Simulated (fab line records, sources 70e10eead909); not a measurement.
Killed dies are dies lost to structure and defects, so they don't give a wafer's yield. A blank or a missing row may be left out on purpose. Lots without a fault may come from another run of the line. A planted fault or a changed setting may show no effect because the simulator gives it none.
fab line records | flow nand_harc
record lots=12 wafers=36 last_day=34
route steps=1302 shown A_CHANNEL_HOLE_D1@478 A_CHANNEL_FILL_D1@495 END@1302
lots that met no fault: from a run of the same line without faults
start_h: hours from the record's first day to the start of the lot's first wafer shown | wait_h: hours since the lot's step before | " the same as in the row above | L1.1+2: a row that stands for several wafers | - no value, or no start given | * or withheld: withheld | < > ~ a bound
route shown NAME@n: a module of which the file shows steps, and the number in the route of the first | usual: mean/standard deviation of fault-free wafers | same: alike in all rows | chamber/n: place in a boat | sites: the reading at each site | _std_site: their standard deviation | _edge_site: outer sites' mean less inner sites' | radius_mm: how far each site lies from the wafer's centre | mask NAME#n: copy n | behind: the tool/chamber that last shaped the wafer | hold: why the lot was held/for how many hours/how that ended | device: the transistor (n, p or np) that didn't switch | end of line: the same wafers' tests at the end of the route | a step without rows: its recipe alone | killed: dies lost to structure and defects at the first sort, not the wafer's yield | map: a wafer's dies, x killed, . not, _ none there
set.NAME: the setting as run; set.NAME@STEP: as run at that earlier step | model.NAME: the simulator's own value behind a step, which no gauge read
steps of the route over a sample of lots; a table a step, a row a wafer
services: from which hour (start_h, from the record's first day; less than 0 if before it) a tool's chamber was out of use, for how many hours, and why
## steps
# step NHARC_A_CHANNEL_HOLE_D1_ETCH_26
# recipe bias_v=300 source_w=2000 pressure_mtorr=30 time_s=224.1 ar_flow_sccm=375 c4f8_flow_sccm=11.4 o2_flow_sccm=113.6 temp_c=-20 target_depth_a=3000 chemistry=C4F8/O2/Ar
# usual drypump_motor_current_A=5.67/0.27 rf_fwd_power_W=1987/5.3 showerhead_plenum_p_Torr=3.71/0.052 throttle_valve_pct=24.583/0.008
# columns lot.wafer tool chamber start_h wait_h drypump_motor_current_A rf_fwd_power_W rf_hours_counter_h showerhead_plenum_p_Torr throttle_valve_pct
L944.1 har_etch-02 1 198.86 0.6 5.55 - 298 3.81 24.580
L944.4 " 0 " " 5.99 - - 3.75 24.568
L944.3 " 1 " " 5.58 - - 3.81 24.579
L945.1 har_etch-01 0 200.94 0.7 5.88 - 95 3.69 24.576
L945.2 " 1 " " 5.31 - 95 3.77 24.590
L945.4 " 1 " " 5.36 - - 3.77 24.581
L946.1 har_etch-01 1 217.76 0.7 5.38 - 106 3.77 24.567
L946.2 " 0 " " 5.91 - 106 3.68 24.580
L946.6 " 1 " " 5.33 - - 3.77 24.574
L947.1 har_etch-02 0 219.72 1.5 5.99 1987 317 3.73 24.587
L947.3 " 0 " " 5.99 1998 - 3.73 24.585
L947.4 " 0 " " 6.00 1986 - 3.73 24.580
L948.2 har_etch-01 0 228.23 0.7 5.85 - 114 3.68 24.577
L948.3 " 1 " " 5.33 - - 3.76 24.578
L948.5 " 1 " " 5.34 - - 3.76 24.587
L957.2 har_etch-02 0 309.44 0.8 5.99 - 371 3.70 24.582
L957.1 " 1 " " 5.55 - 348 3.79 24.584
L957.5 " 1 " " 5.55 - - 3.79 24.582
L959.4 har_etch-01 0 340.51 0.5 5.89 - - 3.64 24.580
L959.3 " 1 " " 5.33 - - 3.73 24.581
L959.5 " 1 " " 5.33 - - 3.73 24.581
L960.2 har_etch-01 1 354.30 0.7 5.34 - 187 3.72 24.577
L960.3 " 1 " " 5.36 - - 3.72 24.576
L960.5 " 0 " " 5.85 - - 3.63 24.578
L962.2 har_etch-01 0 366.37 0.7 5.84 - 198 3.63 24.591
L962.4 " 1 " " 5.31 - - 3.71 24.585
L962.5 " 0 " " 5.84 - - 3.63 24.589
L963.2 har_etch-02 1 374.72 0.7 5.57 - 389 3.76 24.573
L963.4 " 0 " " 5.99 - - 3.68 24.576
L963.6 " 0 " " 6.00 - - 3.68 24.596
L966.1 har_etch-02 0 414.47 0.7 6.00 - 11 3.67 24.575
L966.3 " 0 " " 6.01 - - 3.67 24.583
L966.5 " 0 " " 5.99 - - 3.67 24.587
L967.2 har_etch-01 0 426.46 0.7 5.87 - 240 3.61 24.598
L967.3 " 1 " " 5.33 - - 3.69 24.589
L967.6 " 1 " " 5.35 - - 3.69 24.568
# step NHARC_A_CHANNEL_HOLE_D1_ETCH_44
# recipe target_depth_a=1400 overetch_a=140 time_s=77 ion_energy_ev=100 cf4_flow_sccm=80 o2_flow_sccm=20 ar_flow_sccm=0 rf_w=300 bias_w=100 chemistry=CF4/O2
# usual cf4_flow_sccm=79.98/0.22 drypump_motor_current_A=5.7/0.37 oes_product_au=0.997/0.0073 rf_fwd_power_W=297.9/1.1 rf_vpp_V=198.2/1.3 showerhead_plenum_p_Torr=1.35/0.046 throttle_valve_pct=13.397/0.0088
# columns lot.wafer tool chamber start_h wait_h cf4_flow_sccm drypump_motor_current_A oes_product_au rf_fwd_power_W rf_hours_counter_h rf_vpp_V showerhead_plenum_p_Torr throttle_valve_pct
L944.3 rie_diel-12 2 199.77 0.1 79.88 5.3 0.980 298.2 7 198.2 1.34 13.387
L944.1 " 3 " " 79.98 5.9 0.987 298.9 8 198.8 1.40 13.399
L944.4 " 0 " " 80.06 5.9 0.994 297.2 9 199.4 1.42 13.394
L945.4 rie_diel-12 0 201.89 0.1 79.81 5.9 0.996 297.4 9 200.0 1.42 13.409
L945.1 " 1 " " 79.68 5.0 1.009 295.2 10 199.7 1.36 13.397
L945.2 " 2 " " 80.16 5.3 0.989 298.3 7 197.2 1.34 13.389
L946.1 rie_diel-12 3 218.71 0.1 80.11 5.9 0.995 298.7 10 198.2 1.40 13.392
L946.2 " 2 " " 80.23 5.3 0.980 298.0 8 197.7 1.34 13.404
L946.6 " 0 " " 80.10 5.9 0.993 296.4 - 198.7 1.42 13.393
L947.1 rie_diel-12 0 221.05 0.0 80.10 5.9 0.993 297.1 10 200.2 1.42 13.381
L947.3 " 2 " " 80.23 5.3 0.979 299.6 8 199.9 1.34 13.401
L947.4 " 3 " " 79.74 5.9 0.992 299.1 10 198.4 1.40 13.406
L948.3 rie_diel-03 3 229.20 0.1 80.32 5.6 0.993 298.4 44 198.6 1.34 13.388
L948.2 " 1 " " 79.86 5.4 0.986 296.7 44 198.8 1.35 13.400
L948.5 " 3 " " 79.88 5.5 1.011 298.6 - 197.8 1.34 13.403
L957.2 rie_diel-12 2 310.40 0.1 79.64 5.3 1.003 296.1 4 198.9 1.33 13.399
L957.1 " 3 " " 79.93 6.0 0.991 298.2 4 199.7 1.39 13.412
L957.5 " 0 " " 80.04 6.0 0.982 296.9 - 199.3 1.41 13.409
L959.3 rie_diel-03 0 341.39 0.1 80.03 5.8 1.001 298.9 18 198.5 1.30 13.398
L959.4 " 2 " " 79.94 6.1 0.995 298.7 16 196.1 1.27 13.392
L959.5 " 1 " " 80.18 5.4 1.001 296.3 - 197.7 1.34 13.383
L960.3 rie_diel-06 1 355.25 0.1 79.56 6.5 0.994 297.1 12 197.8 1.29 13.408
L960.2 " 0 " " 79.52 5.8 0.996 297.7 14 195.7 1.29 13.392
L960.5 " 2 " " 79.94 5.8 1.000 298.0 - 199.7 1.37 13.398
L962.2 rie_diel-03 2 367.37 0.1 79.62 6.1 0.999 297.6 22 195.1 1.27 13.408
L962.4 " 0 " " 79.76 5.8 1.007 298.3 - 197.1 1.30 13.385
L962.5 " 2 " " 79.80 6.1 0.999 297.2 - 197.3 1.27 13.384
L963.2 rie_diel-06 2 375.67 0.1 80.39 5.8 0.997 299.8 15 196.4 1.37 13.395
L963.4 " 0 " " 80.46 5.8 0.990 297.5 17 196.5 1.29 13.395
L963.6 " 3 " " 79.72 5.5 0.999 298.0 - 197.5 1.25 13.409
L966.3 rie_diel-12 0 415.42 0.1 79.86 5.9 0.997 297.5 11 200.2 1.41 13.396
L966.1 " 2 " " 80.31 5.3 1.007 297.5 11 197.5 1.33 13.406
L966.5 " 0 " " 79.76 5.9 1.002 296.9 - 199.1 1.41 13.400
L967.2 rie_diel-12 1 427.41 0.1 80.13 5.1 1.007 296.2 14 199.0 1.35 13.397
L967.3 " 3 " " 79.97 5.9 0.988 299.4 13 199.3 1.39 13.404
L967.6 " 2 " " 79.87 5.3 1.002 297.4 - 198.5 1.33 13.407
# step NHARC_A_CHANNEL_FILL_D1_ALD_15
# recipe target_thk_a=20 pulse_time_s=60 ald_cycles=19 temp_c=630 pressure_torr=2 material=SiNx
# usual ald_cycles=19/0 precursor_pulse_height_rel=0.999/0.018
# columns lot.wafer tool chamber start_h wait_h ald_cycles precursor_pulse_height_rel
L944.1 ald_sin_batch-01 0 212.50 - 19 1.005
L944.3 " 0 " " 19 1.000
L944.4 " 0 " " 19 1.024
L945.1 ald_sin_batch-01 0 212.50 - 19 1.020
L945.2 " 0 " " 19 0.997
L945.4 " 0 " " 19 0.998
L946.1 ald_sin_batch-01 0 231.00 - 21 0.994
L946.2 " 0 " " 21 0.989
L946.6 " 0 " " 21 0.994
L947.1 ald_sin_batch-01 0 231.00 - 21 0.983
L947.3 " 0 " " 21 1.009
L947.4 " 0 " " 21 0.944
L948.2 ald_sin_batch-01 0 243.98 3.1 21 1.009
L948.3 " 0 " " 21 1.002
L948.5 " 0 " " 21 0.975
L957.1 ald_sin_batch-01 0 321.71 - 19 1.011
L957.2 " 0 " " 19 1.007
L957.5 " 0 " " 19 1.002
L959.3 ald_sin_batch-01 0 352.68 - 19 1.010
L959.4 " 0 " " 19 0.978
L959.5 " 0 " " 19 1.014
L960.2 ald_sin_batch-01 0 367.03 - 19 1.005
L960.3 " 0 " " 19 1.010
L960.5 " 0 " " 19 1.007
L962.2 ald_sin_batch-01 0 384.86 - 19 1.009
L962.4 " 0 " " 19 1.009
L962.5 " 0 " " 19 1.005
L963.2 ald_sin_batch-02 0 389.64 - 19 0.982
L963.4 " 0 " " 19 1.009
L963.6 " 0 " " 19 0.993
L966.1 ald_sin_batch-01 0 426.75 - 19 0.994
L966.3 " 0 " " 19 1.030
L966.5 " 0 " " 19 0.990
L967.2 ald_sin_batch-01 0 436.68 - 19 0.991
L967.3 " 0 " " 19 0.994
L967.6 " 0 " " 19 1.026
# step NHARC_A_CHANNEL_FILL_D1_ALD_16
# recipe target_thk_a=15 pulse_time_s=10 ald_cycles=15 temp_c=300 material=SiO2
# usual ald_cycles=15/0 heater_power_w=471/59 precursor_pulse_height_rel=1.000/0.019
# columns lot.wafer tool chamber start_h wait_h ald_cycles heater_power_w precursor_pulse_height_rel
L945.4 ald_hk-01 2 214.54 0.0 15 482 0.972
L945.2 " 3 " " 15 525 1.018
L945.1 " 0 " " 15 381 0.988
L944.1 ald_hk-03 3 214.56 0.1 15 552 0.997
L944.3 " 0 " " 15 499 1.022
L944.4 " 1 " " 15 427 1.001
L947.4 ald_hk-01 1 233.79 0.8 15 411 1.010
L947.3 " 2 " " 15 493 0.992
L947.1 " 3 " " 15 527 1.016
L946.2 ald_hk-01 0 233.93 0.9 15 393 0.971
L946.1 " 3 " " 15 526 0.976
L946.6 " 0 " " 15 393 0.994
L948.3 ald_hk-01 1 246.08 0.1 15 404 1.020
L948.2 " 2 " " 15 495 1.020
L948.5 " 0 " " 15 402 1.002
L957.2 ald_hk-01 1 323.76 0.0 15 418 1.008
L957.1 " 3 " " 15 512 0.988
L957.5 " 2 " " 15 496 1.019
L959.3 ald_hk-03 2 354.75 0.0 15 534 0.968
L959.4 " 1 " " 15 434 0.992
L959.5 " 3 " " 15 549 0.977
L960.2 ald_hk-04 1 371.16 2.1 15 349 0.994
L960.3 " 2 " " 15 481 1.010
L960.5 " 2 " " 15 492 0.962
L962.4 ald_hk-03 0 386.90 0.1 15 489 0.996
L962.2 " 1 " " 15 434 0.986
L962.5 " 3 " " 15 536 0.990
L963.2 ald_hk-03 1 391.73 0.0 15 437 0.986
L963.4 " 0 " " 15 493 1.027
L963.6 " 1 " " 15 444 1.015
L966.3 ald_hk-01 3 428.76 0.0 15 513 1.037
L966.1 " 1 " " 15 428 1.012
L966.5 " 0 " " 15 374 1.013
L967.3 ald_hk-03 2 438.77 0.1 15 528 1.021
L967.2 " 0 " " 15 467 1.012
L967.6 " 2 " " 15 527 1.002
# step NHARC_END_SORT_01
# recipe temp_c=25
# usual killed_at_array=50/18 killed_at_other=0.8/1.1 killed_at_periphery=4.1/2.9 killed_dies=55/18 killed_open=3.5/1.9 killed_short=2.4/1.5
# same gross_dies=677
# columns lot.wafer tool chamber start_h wait_h killed_at_array killed_at_other killed_at_periphery killed_dies killed_open killed_short
L959.3 prober-01 0 712.57 3.1 36 0 2 38 3 3
# killed by level:class
L959.3 A_CHANNEL_HOLE_D2:chamber_film_flake=19 A_CHANNEL_HOLE_D1:chamber_film_flake=6 A_SLIT:chamber_film_flake=2 A_CONTACT:chamber_film_flake=2 P_CONTACT:geometric_particle:open=1 A_ONON_D1:geometric_particle:short=1 A_ONON_D2:geometric_particle:short=1 A_CHANNEL_HOLE_D2:geometric_particle:open=1
## services
# columns tool chamber start_h hours kind
rie_diel-03 0 183.20 36.3 repair
rie_diel-12 0 198.69 - clean
rie_diel-12 1 198.69 - clean
rie_diel-12 2 198.69 - clean
ald_sin_batch-02 - 206.54 2.4 repair
ald_hk-03 - 214.83 1.1 repair
ald_hk-03 - 217.40 10.0 pm
rie_diel-03 0 228.23 12.8 repair
rie_diel-03 3 239.69 9.6 repair
rie_diel-12 - 255.20 0.8 repair
ald_sin_batch-02 - 266.00 26.0 pm
rie_diel-12 - 268.69 9.0 pm
rie_diel-06 - 273.33 0.4 repair
rie_diel-03 - 281.40 9.0 pm
ald_hk-01 - 298.65 10.0 pm
rie_diel-06 - 307.25 9.0 pm
rie_diel-12 2 330.61 4.0 repair
rie_diel-03 3 359.65 8.8 repair
rie_diel-06 - 364.08 3.8 repair
har_etch-02 - 377.00 17.0 pm
rie_diel-06 1 377.40 2.7 repair
ald_hk-03 - 395.40 10.0 pm
rie_diel-12 - 403.81 0.6 repair
ald_hk-01 - 415.67 0.2 repair
## key
first_sign step=NHARC_A_CHANNEL_FILL_D1_ALD_15 reading=ald_cycles direction=up sigmas=99+ usual=19 struck=21
effect none on later readings
met_at NHARC_A_CHANNEL_FILL_D1_ALD_15
struck_lots L946,L947,L948
tester_left_out L946,L947,L948
not_acting_at NHARC_A_CHANNEL_HOLE_D1_ETCH_26,NHARC_A_CHANNEL_HOLE_D1_ETCH_44,NHARC_A_CHANNEL_FILL_D1_ALD_16
onset_between 212.50 231.00
fault kind=process_parameter_drift tool=ald_sin_batch-01 chamber=- onset_h=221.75 steps=NHARC_A_CHANNEL_FILL_D1_ALD_15 channel=ald_cycles offset=2 shape=step end_h=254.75 acts_in=these_recipes_only stated=19
# tester_left_out: of these lots the tester's yield and bins aren't shown, on N5 and GAA mostly nor the transistor test; their killed dies are dies lost to structure and defects alone, not to doping, threshold or leakage, so they don't give the yield
